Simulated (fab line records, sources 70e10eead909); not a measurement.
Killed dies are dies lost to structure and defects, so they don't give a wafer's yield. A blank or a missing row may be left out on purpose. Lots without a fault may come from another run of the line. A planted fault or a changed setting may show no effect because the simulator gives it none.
A struck lot beside a sound one | flow nand_harc | 14 steps out of a route of 1302
Sound: wafers L219.2, L219.4, L219.6. Struck: wafers L231.3, L231.4, L231.5. The cause comes at the end.
At each step with rows: each side's tool, then ch and its chambers, then its first start. Under that, the readings that differ: sound wafers | struck wafers | difference of the means | sigmas: that difference in standard deviations of wafers without a fault.
alike: readings whose means differ by less than 2 such deviations, and words and numbers that are the same on both sides. not compared: withheld readings, readings that some wafer has no value for, bounds like >300 that may hide the same value, and numbers for which the record gives no deviation and whose values overlap.
The two part at a step that has a row with sigmas, a row that says differs or no value, or rows on one side only. Numbers that don't overlap but have no deviation are shown without sigmas and don't part them. A reading that every wafer of one side lacks parts them only if that side has two wafers or more.

NHARC_P_START_INSPECT_01:
  sound on defect_inspect-01, day 2 06:02; struck on defect_inspect-02, day 7 06:02
  alike: raw_defect_count
then, 10 steps without rows for these wafers: NHARC_P_ZERO_WELL_PRECLEAN_00 (cleans in SPM, time 600 s); NHARC_P_ZERO_WELL_SRD_01; NHARC_P_ZERO_WELL_PECVD_02 (deposits SiO2, target thk 10 nm); NHARC_P_ZERO_WELL_DEHYDRATE_03 (time 120 s); NHARC_P_ZERO_WELL_HMDS_04 (time 30 s); NHARC_P_ZERO_WELL_COAT_64 (time 65 s); NHARC_P_ZERO_WELL_COAT_05 (resist thk 600 nm); NHARC_P_ZERO_WELL_SOFTBAKE_06 (time 70 s); NHARC_P_ZERO_WELL_EBR_07; NHARC_P_ZERO_WELL_EXPOSE_08 (exposes mask P ZERO, target cd 500 nm).
NHARC_P_ZERO_WELL_PEB_09: peb time 80 s.
  sound on litho_track-03 ch 0, day 2 07:10; struck on litho_track-07 ch 0, day 7 07:14
  reading                  | sound                | struck               | difference | sigmas
  heater_power_total_W (W) | 189.5 189.6 189.3    | 175.1 174.2 174.2    | -15.0      | -19
  plate_temp_C (C)         | 128.10 127.92 127.68 | 120.11 120.13 120.25 | -7.74      | -60
then, 1 step without rows for these wafers: NHARC_P_ZERO_WELL_DEVELOP_10 (time 50 s).
NHARC_P_ZERO_WELL_CD_MEAS_11: target cd 500 nm.
  sound on cd_sem-03 ch 0, day 2 07:15; struck on cd_sem-01 ch 0
  reading    | sound             | struck            | difference | sigmas
  cd_nm (nm) | 496.5 500.7 499.5 | 431.2 430.8 427.9 | -68.9      | -34
  not compared: hold

WHERE THEY PART
First at NHARC_P_ZERO_WELL_PEB_09; last, within this record, at NHARC_P_ZERO_WELL_CD_MEAS_11.

WHY: what the simulator had put in
Process parameter drift: litho_track-07, from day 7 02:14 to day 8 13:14, at NHARC_P_ZERO_WELL_PEB_09. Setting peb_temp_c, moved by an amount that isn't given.
